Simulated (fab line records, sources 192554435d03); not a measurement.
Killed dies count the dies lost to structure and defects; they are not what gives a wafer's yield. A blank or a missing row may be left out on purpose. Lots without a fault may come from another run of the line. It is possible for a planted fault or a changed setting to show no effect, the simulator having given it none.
8D (eight disciplines) problem report, filled in by code + flow n5Finfet + the parts of the form that need people (team, actions taken, sign-off) are left out

## 1. THE PROBLEM
biasW at N5_BEOL_M8_VIA_ETCH_34 reads a mean of 134.4 W on 2 wafers of 2 lots; wafers without a fault read 185.0 W with a standard deviation of 0.6. Relative to the usual mean, that is a shift of -84 standard deviations.
The step: etches SiCOH lowk in C4F6/O2, target depth 125.5 nm, time 50.5 s.
The first sign was on wafer L388.5 at day 13 06:43, on rieDiel-02. The record has a number at this step for 27 wafers belonging to 9 lots. The rule behind "out" and "out of limits": a value lying over 4 standard deviations away from the usual mean. The rest of the wafers with a number are treated as sound.

## 2. WHAT THIS IS AND IS NOT
| question                    | is                | is not                                                                                    |
|-----------------------------|-------------------|-------------------------------------------------------------------------------------------|
| which readings at this step | biasW, rfVppV     | drypumpMotorCurrentA, oes_o_777_au, oesProductAu, showerheadPlenumPTorr, throttleValvePct |
| which lots                  | L388, L390        | L377, L380, L381, L382, L391, L393, L397                                                  |
| which wafers of those lots  | L388.5, L390.3    | L388.1, L388.2, L390.2, L390.5                                                            |
| read on which tools         | rieDiel-02        | rieDiel-01, rieDiel-04                                                                    |
| when                        | from day 13 06:43 | up to then (14 sound wafers); but 11 sound wafers of L390, L391, L393, L397 came after    |

## 3. SUSPECTS, AND WHAT RULES EACH OUT
Counting: if a tool at a process step up to the reading ran every lot that is out, it stays a suspect. Sound lots after the first of them don't rule it out here, since some wafers of a struck lot are sound.
- rieDiel-02 at N5_BEOL_M8_VIA_ETCH_34 (etches SiCOH lowk in C4F6/O2, target depth 125.5 nm, time 50.5 s): kept. Every lot that is out went through it, the first being L388 (day 13 06:43); the last sound lot it ran before that was L382 (day 12 01:07). Its own biasW, rfVppV readings are out on those wafers.
- Within rieDiel-02 at N5_BEOL_M8_VIA_ETCH_34: the wafers that are out ran in chamber 0; their sound lot-mates ran in chambers 1, 3.
After counting, what remains is rieDiel-02 at N5_BEOL_M8_VIA_ETCH_34.

## 4. THE CAUSE (what the simulator had put in)
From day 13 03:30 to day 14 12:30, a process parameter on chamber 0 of rieDiel-02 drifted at N5_BEOL_M8_VIA_ETCH_34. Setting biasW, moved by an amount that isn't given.
The count eliminated every tool but this one.

## 5. THE CHAIN OF EFFECTS, in route order
Each row: a reading whose mean over the struck wafers that have a number lies more than 3 standard deviations from the usual. Only readings for which the record gives a usual standard deviation are gone through. hours: the time from each lot's start at the first step in this table that gives one to its start at this step, as a median over the lots. sigmas: the change in usual standard deviations.
| hours | step                   | reading | usual   | on struck wafers | change | sigmas |
|-------|------------------------|---------|---------|------------------|--------|--------|
| 0     | N5_BEOL_M8_VIA_ETCH_34 | biasW   | 185.0 W | 134.4            | -50.6  | -84    |
| 0     | N5_BEOL_M8_VIA_ETCH_34 | rfVppV  | 662 V   | 510              | -152   | -15    |
Here are the process steps it includes:
- N5_BEOL_M8_VIA_ETCH_34: etches SiCOH lowk in C4F6/O2, target depth 125.5 nm, time 50.5 s.

## 6. HOW IT WOULD HAVE BEEN CAUGHT EARLIER
In this record no reading fell out of limits until day 13 06:43, 3 hours after the fault had begun at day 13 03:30.
